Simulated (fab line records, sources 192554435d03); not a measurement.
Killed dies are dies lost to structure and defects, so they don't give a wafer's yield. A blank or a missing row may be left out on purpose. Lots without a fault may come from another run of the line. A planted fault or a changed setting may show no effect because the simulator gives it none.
Chamber matching | flow n5_finfet | N5_HKMG_FIN_ETCH_35 on rie_diel-06: 4 sister chambers
The step etches SOC in N2/H2, target depth 215.8 nm, time 243.4 s. 8 wafers are shown with their chamber, then 11 later ones without.

WAFERS WITH THEIR CHAMBER
wafer  | chamber | throttle_valve_pct (%) | showerhead_plenum_p_Torr (Torr)
L083.5 | 0       | 17.71                  | 2.69
L083.6 | 1       | 18.31                  | 2.40
L088.1 | 0       | 17.72                  | 2.68
L088.2 | 3       | 17.57                  | 2.49
L089.1 | 2       | 18.13                  | 2.53
L089.4 | 3       | 17.57                  | 2.49
L089.6 | 2       | 18.13                  | 2.53
L092.4 | 1       | 17.94                  | 2.71

WAFERS WITHOUT THEIR CHAMBER
wafer  | throttle_valve_pct (%) | showerhead_plenum_p_Torr (Torr)
L092.5 | 18.13                  | 2.53
L092.6 | 17.59                  | 2.48
L093.1 | 17.58                  | 2.48
L093.2 | 17.75                  | 2.68
L093.4 | 17.94                  | 2.71
L094.2 | 17.77                  | 2.68
L094.5 | 17.61                  | 2.48
L094.6 | 17.76                  | 2.68
L097.1 | 18.17                  | 2.52
L097.2 | 17.95                  | 2.71
L097.5 | 17.60                  | 2.48

WHICH CHAMBER EACH WENT THROUGH
wafer  | from the rows above               | in truth
L092.5 | can't be placed: 2 or 1           | 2
L092.6 | can't be placed: 3 or 0           | 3
L093.1 | 3                                 | 3
L093.2 | can't be placed: 0 or 3           | 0
L093.4 | can't be placed: 0 or 1 or 2 or 3 | 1
L094.2 | can't be placed: 0 or 3           | 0
L094.5 | can't be placed: 3 or 0           | 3
L094.6 | can't be placed: 0 or 3           | 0
L097.1 | can't be placed: 2 or 1           | 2
L097.2 | can't be placed: 0 or 1 or 2 or 3 | 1
L097.5 | can't be placed: 3 or 0           | 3
Placed correctly: 1 of 11. Can't be placed from these rows: 10 (the true chamber is among the candidates in 10). Placed wrongly: 0.
How it was worked out, from the rows above alone: a wafer's distance from a chamber is the root of the sum, over the readings, of the square of ((its reading less the chamber's mean) divided by the reading's scatter). The wafer belongs to the nearest chamber; if the next one is less than 2 further off, it can't be placed. A chamber's mean is the mean of its shown wafers. The scatter: the root of (the sum of the squares of (reading less its chamber's mean) over the shown wafers, divided by (wafers less chambers)).
